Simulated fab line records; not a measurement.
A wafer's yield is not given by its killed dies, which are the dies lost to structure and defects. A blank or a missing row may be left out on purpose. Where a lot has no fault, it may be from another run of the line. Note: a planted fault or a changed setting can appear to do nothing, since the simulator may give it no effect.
fab line records | flow n5_finfet
[record] lots = 6 | wafers = 18 | last_day = 17
route steps=1938 shown PASSIVATION@1909
lots untouched by any fault: they come from a run of this same line in which no faults occurred
start_h: hours from the record's first day to the start of the lot's first wafer shown | wait_h: time in hours since the lot's previous step | " same as the row above | L1.1+2: one row covering several wafers at once | - no value, or no start given | * or withheld: withheld | < > ~ a bound
route shown NAME@n: a module of which the file shows steps, and the number in the route of the first | usual: average and standard deviation across the fault-free wafers | same: alike in all rows | chamber/n: place in a boat | sites: the reading at each site | _std_site: the values' standard deviation | _edge_site: the outer-site mean with the inner-site mean subtracted | radius_mm: how far each site lies from the wafer's centre | mask NAME#n: copy n | behind: the last tool/chamber to shape the wafer | hold: cause of the lot's hold/its duration in hours/its outcome | device: names the non-switching transistor (n, p or np) | end of line: the route-end tests of the same wafers | a step with no rows: only its recipe | killed: dies lost to structure and defects at the first sort, not the wafer's yield | map: dies across one wafer; x = killed, . = not, _ = none there
set.NAME: the setting that was run; set.NAME@STEP: the one run at that earlier step | model.NAME: the simulator's own value behind a step, which no gauge read
a table for each step, a row for each wafer; lots at some steps of the route
services: from which hour (start_h, from the record's first day; less than 0 if before it) a tool's chamber was out of use, for how many hours, and why
[[steps]]
[step N5_PASSIVATION_AL_ETCH_33]
[recipe] chemistry = Cl2/BCl3 | target_depth_a = 28000 | over_etch_frac = 0.15 | Cl2_flow_sccm = 180 | bcl3_flow_sccm = 60 | target = Al | stop_on = TaN | time_s = 466.7 | ion_energy_ev = 100 | pressure_mtorr = 10 | icp_w = 900 | bias_w = 100
[usual] bias_w = 100.0/0.31 | drypump_motor_current_A = 5.95/0.26 | oes_product_au = 0.71/0.074 | throttle_valve_pct = 34.33/0.2
lot.wafer | tool         | chamber | start_h | wait_h | bias_w | drypump_motor_current_A | oes_product_au | rf_hours_counter_h | throttle_valve_pct
L849.1    | rie_metal-02 | 1       | 266.87  | 0.1    | 99.9   | 5.49                    | 0.76           | 16                 | 34.36
L849.5    | "            | 1       | "       | "      | 99.6   | 5.50                    | 0.77           | -                  | 34.34
L849.6    | "            | 0       | "       | "      | 99.7   | 5.79                    | 0.73           | -                  | 34.38
L850.3    | rie_metal-03 | 1       | 278.23  | 0.2    | 100.4  | 6.08                    | 0.63           | -                  | 33.99
L850.5    | "            | 1       | "       | "      | 99.8   | 6.03                    | 0.62           | -                  | 34.02
L850.6    | "            | 0       | "       | "      | 100.2  | 6.24                    | 0.78           | -                  | 34.43
L857.1    | rie_metal-03 | 0       | 335.49  | 0.1    | 100.1  | 6.24                    | 0.75           | 24                 | 34.43
L857.4    | "            | 0       | "       | "      | 99.6   | 6.25                    | 0.76           | -                  | 34.39
L857.5    | "            | 0       | "       | "      | 99.3   | 6.26                    | 0.76           | -                  | 34.43
L860.2    | rie_metal-02 | 0       | 350.08  | 0.1    | 100.2  | 5.81                    | 0.72           | 41                 | 34.37
L860.3    | "            | 1       | "       | "      | 99.9   | 5.49                    | 0.75           | -                  | 34.34
L860.4    | "            | 0       | "       | "      | 99.7   | 5.81                    | 0.72           | -                  | 34.35
L864.1    | rie_metal-03 | 1       | 375.92  | 0.1    | 99.4   | 6.08                    | 0.61           | 79                 | 34.03
L864.4    | "            | 0       | "       | "      | 100.5  | 6.24                    | 0.75           | -                  | 34.42
L864.5    | "            | 1       | "       | "      | 99.9   | 6.02                    | 0.61           | -                  | 34.04
L868.1    | rie_metal-02 | 1       | 405.66  | 0.1    | 99.6   | 5.51                    | 0.73           | 28                 | 34.37
L868.5    | "            | 1       | "       | "      | 100.0  | 5.50                    | 0.72           | -                  | 34.40
L868.6    | "            | 0       | "       | "      | 99.9   | 5.78                    | 0.71           | -                  | 34.35
[step N5_PASSIVATION_ETCH_59]
[recipe] chemistry = Cl2/BCl3 | target = TaN | target_depth_a = 650 | time_s = 34.9 | ion_energy_ev = 100 | pressure_mtorr = 10 | icp_w = 900 | bias_w = 100 | Cl2_flow_sccm = 60 | bcl3_flow_sccm = 30
[usual] bias_w = 100.0/0.31 | drypump_motor_current_A = 5.94/0.26 | oes_product_au = 0.79/0.079 | throttle_valve_pct = 21.13/0.13
lot.wafer | tool         | chamber | start_h | wait_h | bias_w | drypump_motor_current_A | oes_product_au | rf_hours_counter_h | throttle_valve_pct
L849.1    | rie_metal-02 | 1       | 267.27  | 0.3    | 99.6   | 5.49                    | 0.83           | 16                 | 21.13
L849.5    | "            | 1       | "       | "      | 99.4   | 5.48                    | 0.83           | -                  | 21.13
L849.6    | "            | 0       | "       | "      | 100.2  | 5.81                    | 0.84           | -                  | 21.07
L850.3    | rie_metal-03 | 1       | 278.53  | 0.2    | 100.0  | 6.04                    | 0.71           | -                  | 20.94
L850.5    | "            | 1       | "       | "      | 99.9   | 6.01                    | 0.70           | -                  | 20.94
L850.6    | "            | 0       | "       | "      | 100.5  | 6.23                    | 0.86           | -                  | 21.19
L857.1    | rie_metal-03 | 0       | 335.89  | 0.3    | 99.8   | 6.26                    | 0.84           | 24                 | 21.17
L857.4    | "            | 0       | "       | "      | 99.9   | 6.27                    | 0.84           | -                  | 21.16
L857.5    | "            | 0       | "       | "      | 99.9   | 6.23                    | 0.85           | -                  | 21.19
L860.2    | rie_metal-02 | 0       | 350.48  | 0.3    | 99.6   | 5.79                    | 0.81           | 41                 | 21.10
L860.3    | "            | 1       | "       | "      | 99.9   | 5.49                    | 0.80           | -                  | 21.17
L860.4    | "            | 0       | "       | "      | 100.1  | 5.77                    | 0.81           | -                  | 21.09
L864.1    | rie_metal-03 | 1       | 376.32  | 0.3    | 100.4  | 6.05                    | 0.69           | 79                 | 20.95
L864.4    | "            | 0       | "       | "      | 99.6   | 6.26                    | 0.83           | -                  | 21.19
L864.5    | "            | 1       | "       | "      | 100.0  | 6.03                    | 0.68           | -                  | 20.96
L868.1    | rie_metal-02 | 1       | 406.06  | 0.3    | 100.4  | 5.50                    | 0.79           | 28                 | 21.17
L868.5    | "            | 1       | "       | "      | 99.7   | 5.48                    | 0.78           | -                  | 21.17
L868.6    | "            | 0       | "       | "      | 99.9   | 5.81                    | 0.80           | -                  | 21.10
[step N5_PASSIVATION_STRIP_34]
[recipe] chemistry = O2 | power_w = 600 | temp_c = 60 | pressure_mtorr = 30 | rf_frequency_hz = 6e+07 | bias_power_w = 0 | overash_fraction = 2 | o2_flow_sccm = 225
[usual] drypump_motor_current_A = 5.8/0.59 | o2_flow_sccm = 224.9/0.7 | oes_product_au = 0.80/0.078 | rf_vpp_V = 3.6/1.5 | showerhead_plenum_p_Torr = 2.06/0.063 | throttle_valve_pct = 16.58/0.22
lot.wafer | tool        | chamber | start_h | wait_h | drypump_motor_current_A | o2_flow_sccm | oes_product_au | rf_hours_counter_h | rf_vpp_V | showerhead_plenum_p_Torr | throttle_valve_pct
L849.1    | rie_diel-05 | 2       | 267.39  | 0.1    | 6.6                     | 226.4        | 0.69           | 236                | 1.1      | 2.09                     | 16.89
L849.5    | "           | 2       | "       | "      | 6.6                     | 225.3        | 0.69           | -                  | 4.1      | 2.08                     | 16.99
L849.6    | "           | 3       | "       | "      | 4.9                     | 223.9        | 0.79           | -                  | 3.0      | 2.04                     | 16.25
L850.3    | rie_diel-06 | 2       | 278.76  | 0.2    | 6.2                     | 224.0        | 0.86           | 61                 | 7.4      | 2.05                     | 16.60
L850.5    | "           | 1       | "       | "      | 5.9                     | 225.8        | 0.92           | -                  | 1.2      | 2.23                     | 16.33
L850.6    | "           | 0       | "       | "      | 4.9                     | 223.6        | 0.68           | -                  | 2.4      | 1.97                     | 17.11
L857.1    | rie_diel-02 | 0       | 336.11  | 0.2    | 5.0                     | 224.0        | 0.81           | 97                 | 4.1      | 2.05                     | 16.69
L857.4    | "           | 3       | "       | "      | 5.9                     | 225.7        | 0.90           | 20                 | 1.3      | 2.05                     | 16.48
L857.5    | "           | 0       | "       | "      | 5.1                     | 225.4        | 0.83           | -                  | 3.6      | 2.05                     | 16.60
L860.2    | rie_diel-06 | 3       | 350.59  | 0.1    | 6.4                     | 224.1        | 0.69           | 240                | 4.8      | 2.15                     | 17.03
L860.3    | "           | 1       | "       | "      | 5.9                     | 226.4        | 0.84           | 63                 | 1.3      | 2.22                     | 16.40
L860.4    | "           | 0       | "       | "      | 4.9                     | 224.5        | 0.92           | 9                  | 2.0      | 2.23                     | 16.68
L864.1    | rie_diel-02 | 2       | 376.56  | 0.2    | 6.2                     | 223.6        | 0.72           | 160                | 3.1      | 2.02                     | 16.82
L864.4    | "           | 1       | "       | "      | 5.5                     | 223.8        | 0.78           | 106                | 2.1      | 2.03                     | 16.26
L864.5    | "           | 1       | "       | "      | 5.5                     | 224.3        | 0.77           | -                  | 2.7      | 2.03                     | 16.29
L868.1    | rie_diel-05 | 2       | 406.37  | 0.3    | 6.6                     | 224.5        | 0.91           | 27                 | 2.7      | 2.07                     | 16.54
L868.5    | "           | 1       | "       | "      | 6.4                     | 224.6        | 0.80           | -                  | 5.0      | 2.03                     | 16.69
L868.6    | "           | 2       | "       | "      | 6.6                     | 224.4        | 0.90           | -                  | 3.0      | 2.07                     | 16.53
[step N5_PASSIVATION_STRIP_51]
[recipe] chemistry = post_etch_residue_remover | time_s = 1200 | temp_c = 72.5
[step N5_PASSIVATION_CLEAN_69]
[recipe] chemistry = IPA | time_s = 180 | temp_c = 25
[step N5_PASSIVATION_SRD_70]
[recipe] dry = ipa_marangoni | time_s = 30 | temp_c = 23 | rinse_liquid = diw
[step N5_PASSIVATION_PECVD_53]
[recipe] material = SiO2 | target_thk_a = 8000 | temp_c = 400 | precursor = TEOS/O2 | pressure_torr = 6.5 | rf_w = withheld | teos_flow_sccm = withheld | gas = O2 | flow_sccm = 2650 | time_s = 169.4
[step N5_PASSIVATION_PECVD_35]
[recipe] material = SiNx | target_thk_a = 7000 | temp_c = 400 | precursor = SiH4/NH3/N2 | pressure_torr = 4.9 | rf_w = 1406 | time_s = 151.3
[usual] heater_power_w = 406/87 | showerhead_plenum_p_Torr = 8.76/0.068 | throttle_valve_pct = 29.1/1.4
lot.wafer | tool     | chamber | start_h | wait_h | heater_power_w | showerhead_plenum_p_Torr | throttle_valve_pct
L849.1    | pecvd-01 | 0       | 268.00  | 0.1    | 333            | 8.65                     | 29.1
L849.5    | "        | 0       | "       | "      | 364            | 8.68                     | 28.6
L849.6    | "        | 1       | "       | "      | 529            | 8.76                     | 33.4
L850.3    | pecvd-04 | 2       | 279.37  | 0.1    | 420            | 8.65                     | 28.7
L850.5    | "        | 2       | "       | "      | 475            | 8.69                     | 28.5
L850.6    | "        | 1       | "       | "      | 387            | 8.85                     | 30.9
L857.1    | pecvd-04 | 1       | 336.73  | 0.1    | 511            | 8.82                     | 31.0
L857.4    | "        | 2       | "       | "      | 532            | 8.70                     | 28.8
L857.5    | "        | 1       | "       | "      | 532            | 8.82                     | 30.8
L860.2    | pecvd-03 | 2       | 351.20  | 0.1    | 304            | 8.82                     | 28.9
L860.3    | "        | 0       | "       | "      | 573            | 8.82                     | 28.0
L860.4    | "        | 1       | "       | "      | 259            | 8.71                     | 28.1
L864.1    | pecvd-04 | 2       | 377.17  | 0.1    | 542            | 8.66                     | 28.7
L864.4    | "        | 0       | "       | "      | 369            | 8.69                     | 28.5
L864.5    | "        | 2       | "       | "      | 558            | 8.70                     | 28.8
L868.1    | pecvd-03 | 0       | 406.98  | 0.1    | 430            | 8.84                     | 28.0
L868.5    | "        | 0       | "       | "      | 483            | 8.81                     | 28.3
L868.6    | "        | 1       | "       | "      | 354            | 8.73                     | 28.3
[step N5_PASSIVATION_HMDS_37]
[recipe] time_s = 60 | temp_c = 120
[step N5_PASSIVATION_COAT_38]
[recipe] spin_rpm = 3000 | resist_thk_nm = withheld
[step N5_PASSIVATION_EBR_40]
[recipe] solvent = PGMEA | ebr_width_mm = 1.5
[step N5_PASSIVATION_SOFTBAKE_39]
[recipe] temp_c = 110 | time_s = 120
[step N5_PASSIVATION_EXPOSE_41]
[recipe] mask_id = PASS_OPEN | na = 0.55 | defocus_nm = 0 | source_shape = conventional | sigma_outer = 0.8 | polarization = unpolarized | target_cd_nm = 40000 | dose_mj = 57.25
[same] na = 0.55
lot.wafer  | tool           | chamber | start_h | wait_h | mask
L849.1+5+6 | krf_scanner-02 | 0       | 268.39  | -      | PASS_OPEN#0
L850.3+5+6 | krf_scanner-01 | 0       | 279.76  | -      | PASS_OPEN#0
L857.1+4+5 | krf_scanner-01 | 0       | 336.99  | -      | PASS_OPEN#0
L860.2+3+4 | krf_scanner-01 | 0       | 351.59  | -      | PASS_OPEN#0
L864.1+4+5 | krf_scanner-02 | 0       | 377.55  | -      | PASS_OPEN#0
L868.1+5+6 | krf_scanner-02 | 0       | 407.35  | -      | PASS_OPEN#0
[step N5_PASSIVATION_PEB_42]
[recipe] peb_temp_c = withheld | peb_time_s = *
[step N5_PASSIVATION_DEVELOP_43]
[recipe] develop_time_s = 60 | rinse_liquid = diw | dry = air_spin | dev_temp_c = 21
[step N5_PASSIVATION_HARDBAKE_45]
[recipe] temp_c = 130 | time_s = 120
[step N5_PASSIVATION_CD_MEAS_44]
[recipe] target_cd_nm = 40000 | landing_energy_ev = 500 | detector = se_inlens
[usual] cd_nm = 40002/4
[same] landing_energy_ev = 500
lot.wafer | tool      | chamber | start_h | wait_h | cd_nm
L849.1    | cd_sem-02 | 0       | 268.57  | -      | 40004
L849.5    | "         | 0       | "       | "      | 39996
L849.6    | "         | 0       | "       | "      | 39999
L850.3    | cd_sem-03 | 0       | 279.93  | -      | 40005
L850.5    | "         | 0       | "       | "      | 40008
L850.6    | "         | 0       | "       | "      | 40000
L857.1    | cd_sem-02 | 0       | 337.17  | -      | 40040
L857.4    | "         | 0       | "       | "      | 40034
L857.5    | "         | 0       | "       | "      | 40022
L860.2    | cd_sem-02 | 0       | 351.76  | -      | 40030
L860.3    | "         | 0       | "       | "      | 40038
L860.4    | "         | 0       | "       | "      | 40038
L864.1    | cd_sem-01 | 0       | 377.72  | -      | 40001
L864.4    | "         | 0       | "       | "      | 40001
L864.5    | "         | 0       | "       | "      | 39996
L868.1    | cd_sem-01 | 0       | 407.53  | -      | 39994
L868.5    | "         | 0       | "       | "      | 39997
L868.6    | "         | 0       | "       | "      | 39999
[step N5_PASSIVATION_OVL_MEAS_66]
[recipe] points_per_wafer = 44
[usual] PASS_OPEN_OVL = 3/5.8
[same] points_per_wafer = 44
lot.wafer | tool       | chamber | start_h | wait_h | PASS_OPEN_OVL[nm]
L849.1    | overlay-01 | 0       | 268.60  | 0.0    | -3
L849.5    | "          | 0       | "       | "      | 1
L849.6    | "          | 0       | "       | "      | 1
L850.3    | overlay-01 | 0       | 279.96  | 0.0    | -4
L850.5    | "          | 0       | "       | "      | 8
L850.6    | "          | 0       | "       | "      | -2
L857.1    | overlay-01 | 0       | 337.20  | 0.0    | 4
L857.4    | "          | 0       | "       | "      | -7
L857.5    | "          | 0       | "       | "      | 13
L860.2    | overlay-02 | 0       | 351.79  | 0.0    | 2
L860.3    | "          | 0       | "       | "      | -5
L860.4    | "          | 0       | "       | "      | -1
L864.1    | overlay-02 | 0       | 377.76  | 0.0    | 0
L864.4    | "          | 0       | "       | "      | -8
L864.5    | "          | 0       | "       | "      | -3
L868.1    | overlay-01 | 0       | 407.56  | 0.0    | 10
L868.5    | "          | 0       | "       | "      | 9
L868.6    | "          | 0       | "       | "      | 13
[[services]]
tool           | chamber | start_h | hours | kind
krf_scanner-02 | -       | 254.46  | 1.3   | pm
rie_diel-05    | 0       | 258.19  | 9.4   | repair
krf_scanner-02 | -       | 258.36  | 1.0   | pm
krf_scanner-01 | -       | 262.54  | 1.0   | pm
rie_diel-02    | 0       | 264.49  | 9.9   | repair
pecvd-01       | -       | 289.64  | 1.0   | repair
krf_scanner-02 | -       | 296.33  | 0.3   | repair
pecvd-04       | 1       | 298.99  | 6.2   | repair
krf_scanner-01 | -       | 302.26  | 1.1   | repair
krf_scanner-01 | -       | 304.88  | 4.0   | pm
rie_diel-05    | 0       | 307.30  | 4.3   | repair
krf_scanner-01 | -       | 310.23  | 1.3   | pm
krf_scanner-01 | -       | 313.35  | 4.1   | repair
pecvd-04       | 1       | 317.58  | 4.5   | repair
rie_diel-06    | 3       | 328.29  | 2.5   | repair
pecvd-03       | 0       | 357.77  | 12.8  | repair
krf_scanner-02 | -       | 360.18  | 0.8   | pm
rie_diel-05    | 3       | 376.16  | 2.3   | repair
rie_diel-02    | -       | 381.76  | 0.5   | repair
rie_diel-06    | 3       | 382.22  | 2.3   | repair
rie_diel-06    | 2       | 382.64  | 11.7  | repair
krf_scanner-01 | -       | 390.66  | 0.8   | repair
rie_diel-06    | 0       | 392.19  | 4.8   | repair
krf_scanner-02 | -       | 397.48  | 1.1   | repair
[[key]]
[first_sign] step = N5_PASSIVATION_CD_MEAS_44 | reading = cd_nm | direction = up | sigmas = 8 | usual = 40002 | struck = 40034
effect none on later readings
met_at N5_PASSIVATION_EXPOSE_41
struck_wafers L857.1,L857.4,L857.5,L860.2,L860.3,L860.4
onset_between 279.76 336.99
[fault] kind = process_parameter_drift | tool = krf_scanner-01 | chamber = - | onset_h = 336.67 | steps = N5_PASSIVATION_EXPOSE_41 | channel = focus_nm | offset = 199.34 | spread_by_wafer = 0.3 | shape = step | end_h = 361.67
